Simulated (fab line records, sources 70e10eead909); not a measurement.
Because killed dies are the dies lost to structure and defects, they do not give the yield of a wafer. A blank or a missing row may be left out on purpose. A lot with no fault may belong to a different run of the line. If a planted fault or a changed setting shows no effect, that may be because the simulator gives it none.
Matching of chambers / flow nand_harc / NHARC_A_STAIRCASE_DESCUM_168 on rie_diel-10 has 4 sister chambers
The step chemistry O2, time 3 s. 14 wafers are shown with their chamber, then 7 later ones without.

## WAFERS WITH THEIR CHAMBER
wafer=L077.1; chamber=3; drypump_motor_current_A (A)=5.5; oes_product_au (a.u.)=0.996; showerhead_plenum_p_Torr (Torr)=1.76
wafer=L077.2; chamber=0; drypump_motor_current_A (A)=5.3; oes_product_au (a.u.)=0.990; showerhead_plenum_p_Torr (Torr)=1.87
wafer=L077.3; chamber=1; drypump_motor_current_A (A)=6.0; oes_product_au (a.u.)=1.003; showerhead_plenum_p_Torr (Torr)=1.80
wafer=L077.4; chamber=2; drypump_motor_current_A (A)=5.1; oes_product_au (a.u.)=0.985; showerhead_plenum_p_Torr (Torr)=1.92
wafer=L077.5; chamber=0; drypump_motor_current_A (A)=5.3; oes_product_au (a.u.)=0.997; showerhead_plenum_p_Torr (Torr)=1.87
wafer=L077.6; chamber=3; drypump_motor_current_A (A)=5.5; oes_product_au (a.u.)=1.000; showerhead_plenum_p_Torr (Torr)=1.77
wafer=L078.3; chamber=0; drypump_motor_current_A (A)=5.2; oes_product_au (a.u.)=1.002; showerhead_plenum_p_Torr (Torr)=1.87
wafer=L078.4; chamber=3; drypump_motor_current_A (A)=5.5; oes_product_au (a.u.)=0.999; showerhead_plenum_p_Torr (Torr)=1.76
wafer=L078.6; chamber=0; drypump_motor_current_A (A)=5.2; oes_product_au (a.u.)=0.996; showerhead_plenum_p_Torr (Torr)=1.87
wafer=L086.3; chamber=1; drypump_motor_current_A (A)=6.0; oes_product_au (a.u.)=0.995; showerhead_plenum_p_Torr (Torr)=1.79
wafer=L086.4; chamber=0; drypump_motor_current_A (A)=5.2; oes_product_au (a.u.)=0.992; showerhead_plenum_p_Torr (Torr)=1.86
wafer=L086.6; chamber=0; drypump_motor_current_A (A)=5.2; oes_product_au (a.u.)=1.010; showerhead_plenum_p_Torr (Torr)=1.86
wafer=L087.2; chamber=1; drypump_motor_current_A (A)=6.0; oes_product_au (a.u.)=0.994; showerhead_plenum_p_Torr (Torr)=1.79
wafer=L087.3; chamber=3; drypump_motor_current_A (A)=5.5; oes_product_au (a.u.)=0.991; showerhead_plenum_p_Torr (Torr)=2.07

SIGNATURES, as means of the wafers listed above
reading=drypump_motor_current_A; chamber 0=5.233; chamber 1=6.000; chamber 2=5.100; chamber 3=5.500; scatter within a chamber=0.0365
reading=oes_product_au; chamber 0=0.99783; chamber 1=0.99733; chamber 2=0.98500; chamber 3=0.99650; scatter within a chamber=0.00602
reading=showerhead_plenum_p_Torr; chamber 0=1.8667; chamber 1=1.7933; chamber 2=1.9200; chamber 3=1.8400; scatter within a chamber=0.0841
Rule: a wafer lies at a distance from a chamber equal to the root of the sum of squares, over the readings, of (its reading less the chamber's mean, divided by the reading's scatter). The wafer belongs to the nearest chamber; if the next one is less than 2 further off, it can't be placed. The scatter: the root of (the sum of the squares of (reading less its chamber's mean) over the shown wafers, divided by (wafers less chambers)).

## WAFERS MISSING THEIR CHAMBER
wafer=L087.5; drypump_motor_current_A (A)=6.0; oes_product_au (a.u.)=0.997; showerhead_plenum_p_Torr (Torr)=1.79
wafer=L092.2; drypump_motor_current_A (A)=5.1; oes_product_au (a.u.)=0.983; showerhead_plenum_p_Torr (Torr)=1.90
wafer=L092.3; drypump_motor_current_A (A)=6.0; oes_product_au (a.u.)=0.997; showerhead_plenum_p_Torr (Torr)=1.78
wafer=L092.4; drypump_motor_current_A (A)=5.2; oes_product_au (a.u.)=1.011; showerhead_plenum_p_Torr (Torr)=1.85
wafer=L093.4; drypump_motor_current_A (A)=5.0; oes_product_au (a.u.)=1.001; showerhead_plenum_p_Torr (Torr)=1.90
wafer=L093.5; drypump_motor_current_A (A)=6.0; oes_product_au (a.u.)=0.991; showerhead_plenum_p_Torr (Torr)=1.78
wafer=L093.6; drypump_motor_current_A (A)=5.2; oes_product_au (a.u.)=1.022; showerhead_plenum_p_Torr (Torr)=1.85

## EACH ONE'S CHAMBER
wafer=L087.5; from the rows above=1; in truth=1
wafer=L092.2; from the rows above=2; in truth=2
wafer=L092.3; from the rows above=1; in truth=1
wafer=L092.4; from the rows above=0; in truth=0
wafer=L093.4; from the rows above=2; in truth=2
wafer=L093.5; from the rows above=1; in truth=1
wafer=L093.6; from the rows above=0; in truth=0
Correct placement for 7 of the 7. Left unplaced by these rows: 0. Wrongly placed: 0.
